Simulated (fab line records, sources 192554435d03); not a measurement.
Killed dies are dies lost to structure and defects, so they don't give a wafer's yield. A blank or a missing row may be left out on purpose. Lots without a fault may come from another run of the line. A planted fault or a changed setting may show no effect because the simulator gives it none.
Chamber matching | flow n5_finfet | N5_BEOL_M10_DEP_56 on pecvd-02: 3 sister chambers
The step deposits SiCN from 3MS/NH3, target thk 15 nm, time 26.5 s. 3 wafers are shown with their chamber, then 7 later ones without.

WAFERS WITH THEIR CHAMBER
wafer  | chamber | throttle_valve_pct (%)
L083.5 | 0       | 8.7
L088.1 | 1       | 9.7
L088.2 | 2       | 9.6

WAFERS WITHOUT THEIR CHAMBER
wafer  | throttle_valve_pct (%)
L088.5 | 9.7
L096.2 | 10.0
L096.4 | 9.6
L096.5 | 8.6
L091.3 | 9.7
L091.4 | 9.8
L091.5 | 9.6

WHICH CHAMBER EACH WENT THROUGH
wafer  | from the rows above     | in truth
L088.5 | can't be placed: 1 or 2 | 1
L096.2 | can't be placed: 1 or 2 | 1
L096.4 | can't be placed: 2 or 1 | 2
L096.5 | 0                       | 0
L091.3 | can't be placed: 1 or 2 | 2
L091.4 | can't be placed: 1 or 2 | 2
L091.5 | can't be placed: 2 or 1 | 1
Placed correctly: 1 of 7. Can't be placed from these rows: 6 (the true chamber is among the candidates in 6). Placed wrongly: 0.
How it was worked out, from the rows above alone: a wafer's distance from a chamber is the root of the sum, over the readings, of the square of ((its reading less the chamber's mean) divided by the reading's scatter). The wafer belongs to the nearest chamber; if the next one is less than 2 further off, it can't be placed. A chamber's mean is the mean of its shown wafers. The scatter: with one shown wafer a chamber, the root of the mean of the squares of how far each hidden wafer lies from its nearest shown one.
